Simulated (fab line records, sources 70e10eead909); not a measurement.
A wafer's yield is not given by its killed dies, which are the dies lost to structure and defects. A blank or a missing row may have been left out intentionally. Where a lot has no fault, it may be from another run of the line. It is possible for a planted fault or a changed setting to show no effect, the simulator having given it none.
Chamber matching	flow nandHarc	NHARC_A_STAIRCASE_DEP_417 on pecvd-01 has 3 sister chambers
The step deposits Si3N4, target thk 60 nm. 24 wafers are shown with their chamber, then 12 later ones without.

== EACH WAFER AND ITS CHAMBER ==
wafer	chamber	heaterPowerW (W)
L074.2	1	596
L074.4	0	753
L074.6	1	617
L077.3	1	618
L077.5	1	631
L077.6	0	715
L084.1	0	774
L084.2	1	653
L084.6	0	769
L087.1	1	670
L087.4	1	694
L087.6	0	783
L090.2	1	676
L090.3	2	630
L090.6	1	673
L089.1	2	672
L089.4	1	660
L089.5	0	783
L091.2	1	666
L091.3	0	731
L091.5	0	702
L092.3	2	623
L092.5	1	678
L092.6	0	777

SIGNATURES (means of the wafers above)
reading	chamber 0	chamber 1	chamber 2	scatter within a chamber
heaterPowerW	754.11	652.67	641.67	30.1
Rule: a wafer lies at a distance from a chamber equal to the root of the sum of squares, over the readings, of (its reading less the chamber's mean, divided by the reading's scatter). The wafer belongs to the nearest chamber; if the next one is less than 2 further off, it can't be placed. The scatter: take each reading less its chamber's mean, square it, sum over the shown wafers, divide by the number of wafers less the number of chambers, and take the root.

== WAFERS MISSING THEIR CHAMBER ==
wafer	heaterPowerW (W)
L094.2	633
L094.3	805
L094.5	670
L093.2	630
L093.4	679
L093.5	611
L095.1	583
L095.3	722
L095.5	644
L097.1	690
L097.5	814
L097.6	638

== EACH ONE'S CHAMBER ==
wafer	from the rows above	in truth
L094.2	can't be placed: 2 or 1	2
L094.3	0	0
L094.5	can't be placed: 1 or 2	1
L093.2	can't be placed: 2 or 1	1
L093.4	can't be placed: 1 or 2 or 0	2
L093.5	can't be placed: 2 or 1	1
L095.1	can't be placed: 2 or 1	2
L095.3	can't be placed: 0 or 1 or 2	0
L095.5	can't be placed: 2 or 1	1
L097.1	can't be placed: 1 or 2 or 0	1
L097.5	0	0
L097.6	can't be placed: 2 or 1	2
Correct placement for 2 of the 12. Cannot be placed on the basis of these rows: 10; the candidates contain the true chamber in 10. Placed wrongly: 0.
